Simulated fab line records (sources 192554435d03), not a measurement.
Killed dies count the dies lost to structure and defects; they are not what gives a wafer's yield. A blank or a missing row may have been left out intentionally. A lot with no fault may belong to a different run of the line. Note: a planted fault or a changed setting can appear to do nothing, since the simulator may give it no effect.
Matching of chambers ; flow n5Finfet ; 4 sister chambers for N5_BEOL_M7_DESCUM_16 on rieDiel-06
The step chemistry O2, time 7.9 s. 7 wafers are shown with their chamber, then 7 later ones without.

## WAFERS PAIRED WITH THEIR CHAMBERS
wafer;chamber;showerheadPlenumPTorr (Torr);oesProductAu (a.u.)
L075.3;2;2.07;0.69
L077.5;1;2.21;0.86
L082.2;3;2.04;0.82
L082.3;0;2.06;0.91
L082.6;1;2.20;0.86
L087.1;3;2.03;0.81
L087.2;0;2.05;0.90

## WAFERS WITHOUT THEIR CHAMBER
wafer;showerheadPlenumPTorr (Torr);oesProductAu (a.u.)
L087.3;2.06;0.68
L097.2;2.05;0.87
L097.3;2.03;0.80
L097.6;2.05;0.87
L096.3;2.03;0.79
L096.4;2.03;0.79
L096.6;2.05;0.86

## WHICH CHAMBER EACH WENT THROUGH
wafer;from the rows above;in truth
L087.3;2;2
L097.2;0;0
L097.3;3;3
L097.6;0;0
L096.3;3;3
L096.4;3;3
L096.6;can't be placed: 0 or 3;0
Placed correctly: 6 of 7. Cannot be placed on the basis of these rows: 1; the candidates contain the true chamber in 1. Wrongly placed: 0.
How it was worked out, from the rows above alone: a wafer's distance from a chamber is the root of the sum, over the readings, of the square of ((its reading less the chamber's mean) divided by the reading's scatter). If the next closest chamber is less than 2 further off than the closest, the wafer can't be placed; otherwise it belongs to the closest. A chamber's mean is the mean of its shown wafers. How the scatter is found: for the shown wafers, subtract from each reading the mean of its chamber, square and add these, divide the total by (wafers less chambers), then take the root.
